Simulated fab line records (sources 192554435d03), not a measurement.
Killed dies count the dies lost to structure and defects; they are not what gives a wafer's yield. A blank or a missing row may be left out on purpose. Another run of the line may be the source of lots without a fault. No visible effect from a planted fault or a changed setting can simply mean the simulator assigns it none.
A struck lot beside a sound one -- flow n5-finfet -- 16 steps out of a route of 1938
Sound: the wafers L949.2, L949.3, L949.5. Wafers struck: L956.1, L956.2, L956.3. Last of all comes the cause.
For every step that has rows: the tool of each side, followed by ch and its chambers, followed by its first start. Under that, the readings that differ: sound wafers -- struck wafers -- difference of the means -- sigmas: that difference in standard deviations of wafers without a fault.
alike: readings whose means differ by less than 2 such deviations, and words and numbers that are the same on both sides. not compared: withheld readings, readings that some wafer has no value for, bounds like >300 that may hide the same value, and numbers for which the record gives no deviation and whose values overlap.
The two part at a step that has a row with sigmas, a row that says differs or no value, or rows on one side only. When numbers do not overlap yet have no deviation, they are printed without sigmas and do not part them. A reading missing from all wafers of one side parts the sides only when that side holds two or more wafers.

first, 6 steps without rows for these wafers: N5_BEOL_M4_COAT_05 (resist thk 30 nm); N5_BEOL_M4_EBR_07; N5_BEOL_M4_SOFTBAKE_06 (time 60 s); N5_BEOL_M4_EXPOSE_08 (exposes mask M4); N5_BEOL_M4_PEB_09 (peb time 60 s); N5_BEOL_M4_DEVELOP_10 (develop time 30 s).
N5_BEOL_M4_CD_MEAS_11 targets a cd of 16.79 nm.
  sound on cd-sem-02 ch 0, day 9 00:52; struck on cd-sem-01 ch 0, day 13 04:40
  alike: cd-nm
N5_BEOL_M4_OVL_MEAS_12:
  sound on overlay-01 ch 0, day 9 00:53; struck on overlay-01 ch 0, day 13 04:41
  alike: M4_OVL
N5_BEOL_M4_INSPECT_13: inspects for defects (brightfield).
  sound on defect-inspect-01, day 9 00:57; struck on defect-inspect-01, day 13 04:46
  alike: raw-defect-count
N5_BEOL_M4_DESCUM_16: chemistry O2, time 7 s.
  sound on rie-diel-05 ch 1,2,3, day 9 01:16; struck on rie-diel-02 ch 0,1,2, day 13 04:47
  alike: drypump-motor-current-A, oes-product-au, rf-fwd-power-W, rf-vpp-V, showerhead-plenum-p-Torr, throttle-valve-pct
  not compared: rf-hours-counter-h
N5_BEOL_M4_ETCH_74: etches underlayer in N2/H2, target depth 6.5 nm, time 5.2 s.
  sound on rie-diel-05 ch 1,2,3, day 9 01:18; struck on rie-diel-02 ch 0,1,2, day 13 04:50
  alike: bias-w, drypump-motor-current-A, etch-rf-on-time-s, oes-product-au, rf-fwd-power-W, rf-vpp-V, showerhead-plenum-p-Torr, throttle-valve-pct
  not compared: rf-hours-counter-h
N5_BEOL_M4_ETCH_63: etches SiARC in CF4, target depth 15.6 nm, time 26 s.
  sound on rie-diel-05 ch 1,2,3, day 9 01:19; struck on rie-diel-02 ch 0,1,2, day 13 04:50
  alike: bias-w, drypump-motor-current-A, etch-rf-on-time-s, oes-product-au, rf-fwd-power-W, rf-vpp-V, showerhead-plenum-p-Torr, throttle-valve-pct
  not compared: rf-hours-counter-h
N5_BEOL_M4_ETCH_64: etches SOC in N2/H2, target depth 75 nm, overetch 22.5 nm, time 121.9 s.
  sound on rie-diel-05 ch 1,2,3, day 9 01:20; struck on rie-diel-02 ch 0,1,2, day 13 04:52
reading,sound,struck,difference,sigmas
bias-w (W),149.7 150.1 151.1,108.1 109.2 108.6,-41.7,-97
rf-vpp-V (V),527.2 527.2 525.5,430.2 427.9 424.6,-99.1,-34
model.SiARC_of_BEOL_M4_COAT_62.thk-nm (nm),6.4 6.4 6.4,8.4 8.6 8.4,+2.1,
  alike: drypump-motor-current-A, oes-product-au, rf-fwd-power-W, showerhead-plenum-p-Torr, throttle-valve-pct
  not compared: rf-hours-counter-h
then, 1 step without rows for these wafers: N5_BEOL_M4_STRIP_65 (strips in N2/H2).
N5_BEOL_M4_RC_MEAS_101:
  sound on prober-01 ch 0, day 10 03:59; struck on prober-02 ch 0, day 14 10:06
  alike: DIBL_N, DIBL_P, IOFF_N, IOFF_P, ION_N, ION_P, SS_N, SS_P, VT_N, VT_P
after that, 1 step had no rows for these wafers: N5_PASSIVATION_PROBE_49.

WHERE THEY PART
At N5_BEOL_M4_ETCH_64 and nowhere else, as far as this record goes. Later steps at which nothing parts them and some readings are alike: N5_BEOL_M4_RC_MEAS_101.

WHY: the cause the simulator had injected
Drift in process parameters on rie-diel-02 at N5_BEOL_M4_ETCH_64, starting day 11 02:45. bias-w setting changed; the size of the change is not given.
